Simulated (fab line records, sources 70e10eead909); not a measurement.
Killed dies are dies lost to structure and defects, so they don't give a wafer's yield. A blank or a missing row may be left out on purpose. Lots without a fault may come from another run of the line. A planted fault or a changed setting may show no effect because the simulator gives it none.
Chamber matching | flow nand_harc | NHARC_A_CONTACT_ETCH_48 on rie_diel-07: 4 sister chambers
The step etches the open film in CF4, target depth 39 nm, time 65 s. 4 wafers are shown with their chamber, then 12 later ones without.

WAFERS WITH THEIR CHAMBER
wafer  | chamber | showerhead_plenum_p_Torr (Torr)
L094.5 | 3       | 1.86
L093.2 | 1       | 1.86
L093.3 | 2       | 1.80
L093.5 | 0       | 1.80

WAFERS WITHOUT THEIR CHAMBER
wafer  | showerhead_plenum_p_Torr (Torr)
L093.1 | 1.80
L093.4 | 1.86
L093.6 | 1.80
L095.1 | 1.80
L095.2 | 1.80
L095.4 | 1.86
L096.3 | 1.79
L096.5 | 1.86
L096.6 | 1.80
L097.2 | 1.86
L097.5 | 1.86
L097.6 | 1.79

WHICH CHAMBER EACH WENT THROUGH
wafer  | from the rows above     | in truth
L093.1 | can't be placed: 0 or 2 | 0
L093.4 | can't be placed: 1 or 3 | 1
L093.6 | can't be placed: 0 or 2 | 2
L095.1 | can't be placed: 0 or 2 | 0
L095.2 | can't be placed: 0 or 2 | 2
L095.4 | can't be placed: 1 or 3 | 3
L096.3 | can't be placed: 0 or 2 | 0
L096.5 | can't be placed: 1 or 3 | 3
L096.6 | can't be placed: 0 or 2 | 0
L097.2 | can't be placed: 1 or 3 | 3
L097.5 | can't be placed: 1 or 3 | 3
L097.6 | can't be placed: 0 or 2 | 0
Placed correctly: 0 of 12. Can't be placed from these rows: 12 (the true chamber is among the candidates in 12). Placed wrongly: 0.
How it was worked out, from the rows above alone: a wafer's distance from a chamber is the root of the sum, over the readings, of the square of ((its reading less the chamber's mean) divided by the reading's scatter). The wafer belongs to the nearest chamber; if the next one is less than 2 further off, it can't be placed. A chamber's mean is the mean of its shown wafers. The scatter: with one shown wafer a chamber, the root of the mean of the squares of how far each hidden wafer lies from its nearest shown one.
